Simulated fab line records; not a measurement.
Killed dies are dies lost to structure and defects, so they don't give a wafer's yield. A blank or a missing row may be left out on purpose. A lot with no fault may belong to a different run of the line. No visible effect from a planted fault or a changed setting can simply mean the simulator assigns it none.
Struck lot and sound lot, side by side    flow nand_harc    14 steps out of a route of 1302
Sound: wafers L417.1, L417.2, L417.5. Struck: wafer L431.2 (L431.1, L431.5, from the same lot, were not struck and are left out); the cause is given at the end.
Per side, at each step with rows, come the tool, then ch with its chambers, and then its first start. Under that, the readings that differ: sound wafers    struck wafers    difference of the means    sigmas: that difference in standard deviations of wafers without a fault.
alike: words and numbers the same on both sides, and readings whose means are apart by under 2 such deviations; not compared: readings that were withheld, readings missing a value for some wafer, numbers with overlapping values and no deviation given by the record, and bounds like >300 which may hide the same value.
A row with sigmas, a row that says differs or no value, or rows on one side alone: a step with any of these is where the two part. Numbers that don't overlap but have no deviation are shown without sigmas and don't part them. A reading that every wafer of one side lacks parts them only if that side has two wafers or more.

first, 1 step without rows for these wafers: NHARC_A_STAIRCASE_DESCUM_312 (chemistry O2, time 3 s).
NHARC_A_STAIRCASE_ETCH_313: etches the open film in CF4/CHF3.
  sound on rie_diel-04 ch 0,1,2, day 18 03:05; struck on rie_diel-04 ch 2, day 24 06:58
reading                sound              struck  difference  sigmas
oes_product_au (a.u.)  0.917 0.923 0.926  0.987   +0.065      +3
  alike: cf4_flow_sccm, chamber_pressure_mTorr, drypump_motor_current_A, rf_vpp_V, showerhead_plenum_p_Torr, throttle_valve_pct
  not compared: rf_hours_counter_h
NHARC_A_STAIRCASE_HM_OPEN_463: chemistry O2/COS.
  sound on rie_diel-04 ch 0,1,2; struck on rie_diel-04 ch 3
reading                      sound              struck  difference  sigmas
drypump_motor_current_A (A)  4.6 4.9 5.8        6.2     +1.1        +2
oes_product_au (a.u.)        0.988 1.001 0.999  1.016   +0.020      +3
  alike: chamber_pressure_mTorr, rf_vpp_V, showerhead_plenum_p_Torr, throttle_valve_pct
  not compared: rf_hours_counter_h
then, 3 steps without rows for these wafers: NHARC_A_STAIRCASE_STRIP_464 (strips in O2/COS); NHARC_A_STAIRCASE_ETCH_453 (etches the open film in CF4/O2, target depth 30 nm, overetch 3 nm, time 16.5 s); NHARC_A_STAIRCASE_ETCH_315 (etches the open film in C4F8/O2/Ar, target depth 2500 nm, time 607.1 s).
NHARC_A_STAIRCASE_STRIP_316: strips in O2.
  sound on rie_diel-04 ch 0,1,2; struck on rie_diel-04 ch 2
  alike: chamber_pressure_mTorr, drypump_motor_current_A, oes_product_au, rf_vpp_V, showerhead_plenum_p_Torr, throttle_valve_pct
  not compared: rf_hours_counter_h
then, 3 steps without rows for these wafers: NHARC_A_STAIRCASE_STRIP_317 (strips in SPM, time 900 s); NHARC_A_STAIRCASE_PRECLEAN_318 (cleans in SC1); NHARC_A_STAIRCASE_SRD_329.
NHARC_A_STAIRCASE_ALD_415: deposits SiO2, target thk 30 nm, pulse time 6 s, ald cycles 300.
  sound on ald_hk-03 ch 1,3, day 18 04:50; struck on ald_hk-01 ch 3, day 24 08:58
  alike: heater_power_w, precursor_pulse_height_rel
NHARC_A_STAIRCASE_ETCHBACK_416: etches the open film in C4F8/O2/Ar, target depth 36 nm, time 7.2 s.
  sound on rie_diel-04 ch 0,3, day 18 06:56; struck on rie_diel-10 ch 0, day 24 10:49
reading                sound              struck  difference  sigmas
oes_product_au (a.u.)  0.914 0.927 0.917  0.802   -0.117      -5
  alike: chamber_pressure_mTorr, rf_vpp_V
  not compared: rf_hours_counter_h
NHARC_A_STAIRCASE_STRIP_476: strips in O2, time 20 s.
  sound on rie_diel-04 ch 1,2,3, day 18 07:02; struck on rie_diel-10 ch 2, day 24 10:53
  alike: chamber_pressure_mTorr, drypump_motor_current_A, oes_product_au, rf_vpp_V, showerhead_plenum_p_Torr, throttle_valve_pct
  not compared: rf_hours_counter_h
-- the record jumps here: 7 days lie between the struck wafers' starts before and after (it left off in module A_STAIRCASE and takes up again in module END, whose first step shown is number 1302 of the route) --
NHARC_END_SORT_01:
  sound on prober-02 ch 0, day 25 07:47; struck on prober-02 ch 0, day 31 15:35
reading          sound     struck                    difference                    sigmas
hold             - - -     await_dispo/2.9h/release  no value on the sound wafers  
killed_at_array  16 15 29  674                       +654                          +41
killed_dies      16 16 32  677                       +656                          +41
  alike: killed_at_other, killed_at_periphery, killed_open, killed_short

WHERE THEY PART
First at NHARC_A_STAIRCASE_ETCH_313; last, within this record, at NHARC_END_SORT_01.

WHY: whatever the simulator had introduced
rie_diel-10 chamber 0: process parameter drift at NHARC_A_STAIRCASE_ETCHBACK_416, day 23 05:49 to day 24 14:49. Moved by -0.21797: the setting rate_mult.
